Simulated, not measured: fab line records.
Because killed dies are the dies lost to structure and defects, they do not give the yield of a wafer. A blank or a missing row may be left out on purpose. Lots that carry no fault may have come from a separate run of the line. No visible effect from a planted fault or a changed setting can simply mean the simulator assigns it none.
fab line records	flow n5Finfet
record: lots: 9	wafers: 27	lastDay: 17
route steps=1938 shown BEOL_M10@1492
lots that met no fault: from a run of the same line without faults
startH: the number of hours between the record's first day and the start of the first shown wafer of the lot	waitH: how many hours have passed since the lot's step before this one	" as in the row above	L1.1+2: a row that stands for several wafers	- no value present, or no start provided	* or withheld: withheld	< > ~ a bound
route shown NAME@n: NAME is a module with steps in the file, n the number in the route of the first one	usual: average and standard deviation across the fault-free wafers	same: alike in all rows	chamber/n: place in a boat	sites: readings site by site	_std_site: standard deviation of those values	_edge_site: inner sites' mean taken away from outer sites' mean	radiusMm: how far each site lies from the wafer's centre	mask NAME#n: copy n	behind: the most recent tool/chamber to have shaped the wafer	hold: why the lot was held/for how many hours/how that ended	device: the transistor (n, p or np) that didn't switch	end of line: the route-end tests of the same wafers	where a step has no rows: the recipe by itself	killed: count of dies lost to structure and defects at first sort (not the wafer's yield)	map: a wafer's dies, marking killed ones x, the rest . and places with no die _
set.NAME: the setting as run; set.NAME@STEP: as run at that earlier step	model.NAME: the simulator's own value behind a step, which no gauge read
a sample of lots followed through the steps of the route, with each step as a table and each wafer as a row
services: the hour from which a tool's chamber was out of use, counted from the record's first day as startH (under 0 if before that day), plus the number of hours and why
== steps ==
step: N5_BEOL_M10_STRIP_19
recipe: chemistry: O2	powerW: 400	tempC: 40	pressureMtorr: 30	rfFrequencyHz: 6e+07	biasPowerW: 0	overashFraction: 0.2	o2FlowSccm: 225
usual: chamberPressureMTorr: 30.01/0.05	drypumpMotorCurrentA: 5.8/0.46	oesProductAu: 0.84/0.072	rfVppV: 3.6/0.58	showerheadPlenumPTorr: 2.12/0.061	throttleValvePct: 16.59/0.2
same: biasPowerW: 0
lot.wafer	tool	chamber	startH	waitH	chamberPressureMTorr	drypumpMotorCurrentA	oesProductAu	rfHoursCounterH	rfVppV	showerheadPlenumPTorr	throttleValvePct
L373.2	rieDiel-06	2	212.15	0.2	30.00	5.6	0.99	2	3.8	2.15	16.45
L373.3	"	1	"	"	29.96	6.0	0.86	49	3.5	2.24	16.52
L373.6	"	0	"	"	30.00	5.1	0.77	-	3.9	2.16	16.61
L380.1	rieDiel-01	0	262.03	0.1	29.95	6.7	0.89	30	2.3	2.15	16.53
L380.3	"	2	"	"	29.97	5.3	0.93	14	4.1	2.05	16.43
L380.5	"	2	"	"	29.97	5.3	0.92	-	4.0	2.05	16.45
L381.2	rieDiel-06	1	262.38	0.1	30.01	6.1	0.84	66	4.0	2.24	16.55
L381.4	"	0	"	"	30.05	5.1	0.76	167	3.5	2.15	16.63
L381.6	"	2	"	"	30.01	5.5	0.91	-	3.0	2.14	16.47
L383.3	rieDiel-03	0	280.17	0.1	30.04	5.9	0.87	50	4.7	2.13	16.74
L383.4	"	2	"	"	30.01	5.3	0.86	61	3.6	2.12	16.68
L383.5	"	2	"	"	30.03	5.3	0.85	-	2.7	2.12	16.66
L386.3	rieDiel-03	0	296.84	0.1	29.93	5.8	0.87	56	4.0	2.13	16.75
L386.4	"	2	"	"	30.01	5.3	0.84	70	4.8	2.12	16.69
L386.6	"	2	"	"	29.98	5.3	0.83	-	3.9	2.12	16.70
L390.1	rieDiel-01	0	320.08	0.2	30.04	6.7	0.87	45	4.0	2.14	16.58
L390.3	"	1	"	"	29.97	6.4	0.80	116	3.3	2.10	16.33
L390.4	"	3	"	"	30.04	5.5	0.95	14	3.9	2.06	16.48
L392.2	rieDiel-06	3	341.98	0.3	29.97	5.7	0.72	237	3.5	2.06	17.11
L392.5	"	1	"	"	30.00	6.0	0.82	-	4.1	2.23	16.60
L392.6	"	2	"	"	30.04	5.6	0.87	-	3.5	2.13	16.54
L394.1	rieDiel-06	2	353.79	0.1	29.97	5.5	0.86	52	4.4	2.13	16.55
L394.3	"	0	"	"	30.01	5.2	0.73	196	3.2	2.14	16.68
L394.4	"	1	"	"	29.97	6.0	0.81	-	2.9	2.22	16.62
L393.1	rieDiel-06	1	353.94	0.1	30.01	6.0	0.81	97	2.8	2.23	16.61
L393.4	"	1	"	"	30.05	6.0	0.82	-	4.0	2.23	16.58
L393.6	"	2	"	"	29.99	5.5	0.87	-	3.4	2.13	16.56
step: N5_BEOL_M10_ETCH_65
recipe: chemistry: CF4	target: SiARC	targetDepthA: 390	maskMaterial: CAR-ArF	timeS: 65	ionEnergyEv: 80	pressureMtorr: 40	sourceW: 545	biasW: 36	Ar_flow_sccm: 100	cf4FlowSccm: 100	ends: cleared
usual: drypumpMotorCurrentA: 5.8/0.47	etchRfOnTimeS: 64.0/1.7	mfcArSccm: 100.0/0.32	oesProductAu: 0.73/0.059	rfVppV: 184.3/1.1	showerheadPlenumPTorr: 2.15/0.052	throttleValvePct: 15.53/0.23
lot.wafer	tool	chamber	startH	waitH	drypumpMotorCurrentA	etchRfOnTimeS	mfcArSccm	oesProductAu	rfHoursCounterH	rfVppV	showerheadPlenumPTorr	throttleValvePct
L373.2	rieDiel-03	1	213.91	0.0	6.0	63.8	100.1	0.73	57	183.5	2.09	15.56
L373.3	"	0	"	"	5.8	65.6	99.5	0.76	29	184.7	2.18	15.65
L373.6	"	2	"	"	5.3	66.1	99.4	0.73	-	183.0	2.17	15.54
L380.1	rieDiel-03	0	264.19	0.0	5.9	66.1	99.7	0.73	45	184.6	2.18	15.68
L380.3	"	3	"	"	5.8	61.6	100.0	0.79	34	184.6	2.09	15.24
L380.5	"	3	"	"	5.7	61.5	100.0	0.77	-	183.5	2.10	15.25
L381.2	rieDiel-06	0	264.23	0.0	5.1	66.6	99.6	0.65	167	184.1	2.22	15.70
L381.4	"	3	"	"	5.6	62.9	100.4	0.62	210	184.8	2.12	16.08
L381.6	"	3	"	"	5.7	62.7	100.4	0.63	-	185.1	2.12	16.08
L383.3	rieDiel-01	2	280.86	0.0	5.3	62.1	100.3	0.79	21	181.7	2.10	15.45
L383.4	"	0	"	"	6.7	63.7	99.5	0.75	36	182.9	2.18	15.44
L383.5	"	1	"	"	6.4	64.3	100.4	0.70	-	185.2	2.15	15.32
L386.3	rieDiel-03	1	297.95	0.0	6.0	65.0	100.3	0.69	84	182.1	2.08	15.59
L386.4	"	2	"	"	5.3	66.6	100.0	0.70	71	184.6	2.16	15.62
L386.6	"	2	"	"	5.3	66.2	100.0	0.70	-	184.7	2.16	15.60
L390.1	rieDiel-01	2	324.51	0.0	5.3	62.8	99.8	0.78	30	183.7	2.10	15.46
L390.3	"	1	"	"	6.4	64.7	100.0	0.70	118	184.6	2.14	15.32
L390.4	"	0	"	"	6.7	64.3	100.0	0.73	46	184.4	2.18	15.47
L392.2	rieDiel-01	3	343.48	0.0	5.5	62.9	99.7	0.79	23	184.4	2.10	15.39
L392.5	"	3	"	"	5.5	62.9	99.8	0.79	-	183.9	2.10	15.39
L392.6	"	2	"	"	5.3	61.6	100.1	0.77	-	183.6	2.10	15.50
L394.1	rieDiel-06	2	354.59	0.0	5.5	65.1	99.8	0.75	53	184.6	2.18	15.51
L394.3	"	1	"	"	6.0	63.4	100.0	0.70	97	187.1	2.25	15.44
L394.4	"	0	"	"	5.1	67.4	100.3	0.63	197	184.9	2.21	15.77
L393.1	rieDiel-01	2	354.63	0.0	5.3	61.0	99.8	0.77	40	181.8	2.10	15.49
L393.4	"	0	"	"	6.8	62.8	100.5	0.73	57	184.1	2.17	15.49
L393.6	"	3	"	"	5.4	61.6	100.2	0.79	-	183.0	2.10	15.39
step: N5_BEOL_M10_ETCH_41
recipe: chemistry: CH3F/O2	target: SiCN	targetDepthA: 426	taperDeg: 2	timeS: 86	ionEnergyEv: 120	maskMaterial: TiN	pressureMtorr: 30	sourceW: 395	biasW: 75	Ar_flow_sccm: 150	CH3F_flow_sccm: 30	O2_flow_sccm: 20
usual: drypumpMotorCurrentA: 5.8/0.46	mfcArSccm: 150.0/0.45	oesProductAu: 0.85/0.068	rfVppV: 297.6/1.3	showerheadPlenumPTorr: 2.02/0.055	throttleValvePct: 16.26/0.21
lot.wafer	tool	chamber	startH	waitH	drypumpMotorCurrentA	mfcArSccm	oesProductAu	rfHoursCounterH	rfVppV	showerheadPlenumPTorr	throttleValvePct
L373.2	rieDiel-03	1	-	-	6.0	149.7	0.84	57	298.0	1.96	16.36
L373.3	"	0	"	"	5.8	149.9	0.90	29	298.3	2.04	16.32
L373.6	"	2	"	"	5.3	150.8	0.86	-	297.9	2.03	16.30
L380.1	rieDiel-03	0	-	-	5.8	150.2	0.87	45	297.5	2.03	16.35
L380.3	"	3	"	"	5.7	149.6	0.91	34	297.0	1.94	15.89
L380.5	"	3	"	"	5.8	150.2	0.91	-	297.6	1.94	15.88
L381.2	rieDiel-06	0	-	-	5.2	150.6	0.75	167	299.8	2.09	16.46
L381.4	"	3	"	"	5.7	150.3	0.73	210	298.6	1.97	16.72
L381.6	"	3	"	"	5.7	149.6	0.73	-	297.1	1.97	16.71
L383.3	rieDiel-01	2	-	-	5.3	149.6	0.91	21	296.2	1.96	16.17
L383.4	"	0	"	"	6.7	150.5	0.87	36	297.3	2.04	16.15
L383.5	"	1	"	"	6.4	149.8	0.81	-	299.0	2.01	16.06
L386.3	rieDiel-03	1	-	-	6.0	149.8	0.81	84	295.9	1.95	16.42
L386.4	"	2	"	"	5.3	150.2	0.82	71	297.6	2.02	16.35
L386.6	"	2	"	"	5.4	149.2	0.82	-	298.6	2.02	16.36
L390.1	rieDiel-01	2	-	-	5.3	150.0	0.88	30	295.4	1.96	16.20
L390.3	"	1	"	"	6.4	149.8	0.81	118	296.3	2.01	16.06
L390.4	"	0	"	"	6.7	150.3	0.86	46	298.6	2.04	16.18
L392.2	rieDiel-01	3	-	-	5.5	150.0	0.92	23	296.8	1.96	16.14
L392.5	"	3	"	"	5.5	150.0	0.92	-	295.1	1.96	16.14
L392.6	"	2	"	"	5.3	149.7	0.88	-	297.3	1.96	16.20
L394.1	rieDiel-06	2	-	-	5.6	150.6	0.87	53	299.0	2.04	16.24
L394.3	"	1	"	"	6.1	149.9	0.81	97	298.7	2.12	16.25
L394.4	"	0	"	"	5.1	149.7	0.73	197	298.6	2.08	16.51
L393.1	rieDiel-01	2	-	-	5.3	149.9	0.88	40	296.2	1.96	16.20
L393.4	"	0	"	"	6.7	149.3	0.85	57	296.0	2.03	16.19
L393.6	"	3	"	"	5.5	149.7	0.91	-	297.1	1.96	16.13
step: N5_BEOL_M10_HM_STRIP_39
recipe: chemistry: peroxideTinStrip	material: TiN	targetDepthA: 250	tempC: 50	timeS: 158
usual: bathGuardTempC: 50.1/0.59	bathHeatDutyPct: 6.9/0.71
lot.wafer	tool	chamber	startH	waitH	bathGuardTempC	bathHeatDutyPct
L373.2	wetBench-03	5	214.40	0.0	49.8	7.6
L373.3	"	0	"	"	51.1	6.6
L373.6	"	3	"	"	49.8	6.4
L380.1	wetBench-01	6	264.68	0.0	-	-
L380.3	"	5	"	"	-	-
L380.5	"	7	"	"	-	-
L381.2	wetBench-03	6	264.73	0.0	-	-
L381.4	"	4	"	"	-	-
L381.6	"	5	"	"	-	-
L383.3	wetBench-01	6	281.35	0.0	-	-
L383.4	"	2	"	"	-	-
L383.5	"	1	"	"	-	-
L386.3	wetBench-01	2	298.44	0.0	50.6	7.2
L386.4	"	3	"	"	50.6	7.0
L386.6	"	0	"	"	51.0	5.2
L390.1	wetBench-03	4	325.01	0.0	50.0	5.1
L390.3	"	3	"	"	49.5	7.0
L390.4	"	7	"	"	50.3	7.1
L392.2	wetBench-01	0	343.97	0.0	51.0	5.9
L392.5	"	7	"	"	49.9	6.8
L392.6	"	6	"	"	49.7	6.9
L394.1	wetBench-03	0	355.08	0.0	51.3	7.5
L394.3	"	3	"	"	49.6	7.2
L394.4	"	1	"	"	50.3	7.3
L393.1	wetBench-01	4	355.14	0.0	50.3	7.3
L393.4	"	3	"	"	50.4	7.3
L393.6	"	2	"	"	50.1	7.7
step: N5_BEOL_M10_CMP_52
recipe: stopOn: SiCOH_lowk	tOverpolishS: 7	downForcePsi: 1	platenRpm: 50	clearingPlatenDownForcePsi: 1.5	clearingPlatenRpm: 50	postCmpClean: cuAlkaline	targetThkNm: 140	clearingPlatenPadVelocityMS: 0.99484	padVelocityMS: 0.99484
usual: barrierFieldEndpointS: 28.8/0.68	motorCurrentA: 6.0/0.42
lot.wafer	tool	chamber	startH	waitH	barrierFieldEndpointS	motorCurrentA
L373.3	cmp-04	0	218.20	0.2	28.5	6.1
L373.2	"	1	"	"	27.9	5.6
L373.6	"	0	"	"	28.5	6.1
L380.3	cmp-02	2	266.88	0.2	34.7	5.9
L380.1	"	3	"	"	36.3	5.1
L380.5	"	3	"	"	35.7	5.2
L381.4	cmp-02	1	267.60	0.1	33.9	6.2
L381.2	"	2	"	"	34.1	6.0
L381.6	"	1	"	"	34.7	6.0
L383.3	cmp-01	2	285.21	0.2	34.9	5.4
L383.4	"	0	"	"	36.0	6.1
L383.5	"	2	"	"	35.4	5.5
L386.3	cmp-04	3	301.71	0.2	29.3	6.1
L386.4	"	1	"	"	29.1	5.9
L386.6	"	0	"	"	29.2	6.2
L390.4	cmp-01	2	327.14	0.1	28.8	5.5
L390.3	"	3	"	"	28.0	5.8
L390.1	"	1	"	"	28.9	7.0
L392.2	cmp-01	3	349.04	0.2	28.6	5.5
L392.5	"	3	"	"	29.2	6.1
L392.6	"	0	"	"	29.5	6.3
L394.4	cmp-04	0	358.05	0.1	29.6	6.1
L394.3	"	1	"	"	28.7	5.9
L394.1	"	2	"	"	29.1	5.8
L393.1	cmp-04	2	358.37	0.3	27.6	6.1
L393.4	"	1	"	"	28.4	6.0
L393.6	"	3	"	"	28.6	6.2
== services ==
tool	chamber	startH	hours	kind
rieDiel-01	2	210.24	-	clean
rieDiel-01	2	210.24	-	consumableReplace:focusRing
rieDiel-01	2	210.24	15.4	scheduledDown
rieDiel-01	2	210.24	15.4	ventCycle
rieDiel-03	-	221.21	0.3	repair
cmp-01	-	221.34	4.7	pm
cmp-04	-	223.57	4.0	pm
cmp-04	-	227.57	-	consumableReplace:conditioner
cmp-04	-	227.57	-	consumableReplace:pad
cmp-02	-	240.06	4.0	pm
cmp-04	-	247.54	5.0	repair
rieDiel-01	3	247.96	-	clean
rieDiel-01	3	247.96	-	consumableReplace:focusRing
rieDiel-01	3	247.96	16.2	scheduledDown
rieDiel-01	3	247.96	16.2	ventCycle
rieDiel-03	1	267.61	8.5	repair
rieDiel-01	-	282.13	15.6	pm
rieDiel-03	0	288.61	3.7	repair
cmp-01	-	303.82	4.0	pm
cmp-04	-	318.51	3.0	repair
rieDiel-06	-	319.09	2.8	pm
cmp-01	-	320.38	5.9	pm
rieDiel-06	3	347.85	6.3	repair
cmp-02	-	350.29	3.3	repair
== key ==
firstSign: step: N5_BEOL_M10_HM_STRIP_39	reading: toolRecord	direction: missing
effect: step: N5_BEOL_M10_CMP_52	reading: barrierFieldEndpointS	direction: up	sigmas: 9.3	usual: 28.8	struck: 35.1
metAt N5_BEOL_M10_HM_STRIP_39
struckLots L380,L381,L383
notActingAt N5_BEOL_M10_STRIP_19,N5_BEOL_M10_ETCH_65,N5_BEOL_M10_ETCH_41
onsetBetween 214.40 264.68
earlierFault: kind: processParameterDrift	tool: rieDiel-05	chamber: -	onsetH: 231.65	steps: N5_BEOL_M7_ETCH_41	channel: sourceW	offset: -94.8	shape: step	actsIn: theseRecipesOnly	stated: 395
earlierFault: kind: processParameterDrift	tool: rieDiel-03	chamber: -	onsetH: 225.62	steps: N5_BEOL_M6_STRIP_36	channel: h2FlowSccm	offset: 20	shape: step	actsIn: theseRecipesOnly	stated: 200
fault: kind: skippedStepWhole	tool: wetBench-01,wetBench-03	chamber: -	onsetH: 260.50	steps: N5_BEOL_M10_HM_STRIP_39	scope: struckLotsOnly
